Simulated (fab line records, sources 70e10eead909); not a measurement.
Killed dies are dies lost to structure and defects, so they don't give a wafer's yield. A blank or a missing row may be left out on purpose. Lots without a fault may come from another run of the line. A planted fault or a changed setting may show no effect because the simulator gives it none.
A struck lot beside a sound one | flow nand_harc | 39 steps out of a route of 1302
Sound: wafers L844.3, L844.5, L844.6. Struck: wafer L858.1. (L858.2, L858.3 of the same lot were not struck and are left out.) The cause comes at the end.
At each step with rows: each side's tool, then ch and its chambers, then its first start. Under that, the readings that differ: sound wafers | struck wafers | difference of the means | sigmas: that difference in standard deviations of wafers without a fault.
alike: readings whose means differ by less than 2 such deviations, and words and numbers that are the same on both sides. not compared: withheld readings, readings that some wafer has no value for, bounds like >300 that may hide the same value, and numbers for which the record gives no deviation and whose values overlap.
The two part at a step that has a row with sigmas, a row that says differs or no value, or rows on one side only. Numbers that don't overlap but have no deviation are shown without sigmas and don't part them. A reading that every wafer of one side lacks parts them only if that side has two wafers or more.

first, 2 steps without rows for these wafers: NHARC_P_BONDPAD_HARDBAKE_10 (time 65 s); NHARC_P_BONDPAD_DESCUM_11 (chemistry O2, time 3 s).
NHARC_P_BONDPAD_ETCH_37: etches the open film in N2/H2, target depth 60 nm, overetch 18 nm, time 65.91 s.
  sound on rie_diel-10 ch 0,1, day 10 16:05; struck on rie_diel-02 ch 2, day 15 21:11
  alike: drypump_motor_current_A, n2_flow_sccm, oes_product_au, rf_vpp_V, showerhead_plenum_p_Torr, throttle_valve_pct
  not compared: rf_hours_counter_h
then, 1 step without rows for these wafers: NHARC_P_BONDPAD_ETCH_12 (etches the open film in CHF3/O2, target depth 200 nm, time 100 s).
NHARC_P_BONDPAD_CD_MEAS_13:
  sound on cd_sem-01, day 10 16:20; struck on cd_sem-03, day 15 21:26
  alike: cd_nm
then, 1 step without rows for these wafers: NHARC_P_BONDPAD_STRIP_15 (strips in O2).
NHARC_P_BONDPAD_ETCH_24: etches the open film in CF4/N2, target depth 30 nm, time 72.99 s.
  sound on rie_diel-01 ch 0,2,3; struck on rie_diel-01 ch 2
  reading                | sound                | struck | difference | sigmas
  throttle_valve_pct (%) | 19.795 19.785 19.800 | 19.816 | +0.023     | +3
  alike: cf4_flow_sccm, drypump_motor_current_A, n2_flow_sccm, oes_product_au, rf_vpp_V, showerhead_plenum_p_Torr
  not compared: rf_hours_counter_h
then, 1 step without rows for these wafers: NHARC_P_BONDPAD_STRIP_16 (strips in post etch residue remover, time 600 s).
NHARC_P_BONDPAD_DEGAS_25: time 60 s.
  sound on pvd_sputter-02, day 10 16:57; struck on pvd_sputter-02, day 15 22:04
  alike: heater_power_w, susceptor_temp_C
then, 3 steps without rows for these wafers: NHARC_P_BONDPAD_PRE_CLEAN_26 (time 30 s); NHARC_P_BONDPAD_PVD_17 (deposits TaN, target thk 5 nm, time 8.06 s); NHARC_P_BONDPAD_PVD_27 (deposits Cu, target thk 30 nm, time 20.49 s).
NHARC_P_BONDPAD_ECD_18: material Cu, target thk 400 nm.
  sound on ecd_cu-02 ch 0,1, day 10 17:26; struck on ecd_cu-02 ch 0,1, day 15 22:25
then, 3 steps without rows for these wafers: NHARC_P_BONDPAD_ANNEAL_28 (time 90 s); NHARC_P_BONDPAD_CMP_19 (polishes, t overpolish 30 s, cu recess touch 16 s, target thk 160.81 nm); NHARC_P_BONDPAD_SRD_21 (time 30 s, dry time 20 s).
NHARC_P_BONDPAD_INSPECT_23:
  sound on defect_inspect-01, day 10 18:37; struck on defect_inspect-02, day 15 23:40
  alike: raw_defect_count
then, 3 steps without rows for these wafers: NHARC_P_BONDPAD_ACTIVATE_29 (chemistry N2, time 60 s); NHARC_P_BONDPAD_PRECLEAN_30 (cleans in DIW, time 300 s); NHARC_P_BONDPAD_SRD_31 (time 30 s, dry time 20 s).
NHARC_A_START_INSPECT_01:
  the record has rows for the sound wafers here (defect_inspect-02, day 10 19:05) and none for the struck ones
then, 11 steps without rows for these wafers: NHARC_A_ZERO_WELL_PRECLEAN_00 (cleans in SPM, time 600 s); NHARC_A_ZERO_WELL_SRD_01; NHARC_A_ZERO_WELL_DEHYDRATE_02 (time 120 s); NHARC_A_ZERO_WELL_HMDS_03 (time 30 s); NHARC_A_ZERO_WELL_COAT_18 (time 65 s); NHARC_A_ZERO_WELL_COAT_04 (resist thk 600 nm); NHARC_A_ZERO_WELL_SOFTBAKE_05 (time 70 s); NHARC_A_ZERO_WELL_EBR_06; NHARC_A_ZERO_WELL_EXPOSE_07 (exposes mask A ZERO); NHARC_A_ZERO_WELL_PEB_08 (peb time 80 s); NHARC_A_ZERO_WELL_DEVELOP_09 (time 50 s).
NHARC_A_ZERO_WELL_CD_MEAS_10: target cd 2000 nm.
  the record has rows for the sound wafers here (cd_sem-03 ch 0, day 10 19:56) and none for the struck ones
then, 2 steps without rows for these wafers: NHARC_A_ZERO_WELL_HARDBAKE_11 (time 65 s); NHARC_A_ZERO_WELL_DESCUM_12 (chemistry O2, time 3 s).
NHARC_A_ZERO_WELL_ETCH_19: etches the open film in N2/H2, target depth 80 nm, overetch 24 nm, time 87.88 s.
  the record has rows for the sound wafers here (rie_diel-06 ch 1,2,3, day 10 20:11) and none for the struck ones
NHARC_A_ZERO_WELL_ETCH_13: etches the open film in HBr/Cl2, target depth 120 nm, time 40.1 s.
  the record has rows for the sound wafers here (rie_si-03 ch 0,1, day 10 20:17) and none for the struck ones
then, 1 step without rows for these wafers: NHARC_A_ZERO_WELL_STRIP_14 (strips in SPM, time 900 s).
-- the record jumps here: 18 days lie between the struck wafers' starts before and after (it left off in module A_ZERO_WELL and takes up again in module END, whose first step shown is number 1302 of the route) --
NHARC_END_SORT_01:
  sound on prober-01 ch 0, day 28 20:19; struck on prober-01 ch 0, day 33 17:20
  reading                  | sound          | struck | difference | sigmas
  defect_limited_yield (%) | 95.9 96.5 96.5 | 0      | -96        | -34
  killed_at_array          | 25 20 20       | 62     | +40        | +2
  killed_at_periphery      | 3 4 3          | 615    | +612       | +99 or more
  killed_dies              | 28 24 24       | 677    | +652       | +34
  sort_bin_2_pct (%)       | 1.0 0.9 0.9    | 93.6   | +92.7      | +77
  sort_bin_4_pct (%)       | 3.0 2.2 2.4    | 6.2    | +3.7       | +2
  sort_n_pass              | 649 653 653    | 0      | -652       | -34
  sort_rim_yield_pct (%)   | 92 96 97       | 0      | -95        | -19
  sort_yield_pct (%)       | 95.9 96.5 96.5 | 0      | -96        | -34
  alike: killed_at_other, killed_open, killed_short, sort_bin_3_pct

WHERE THEY PART
First at NHARC_P_BONDPAD_ETCH_24; last, within this record, at NHARC_END_SORT_01.

WHY: what the simulator had put in
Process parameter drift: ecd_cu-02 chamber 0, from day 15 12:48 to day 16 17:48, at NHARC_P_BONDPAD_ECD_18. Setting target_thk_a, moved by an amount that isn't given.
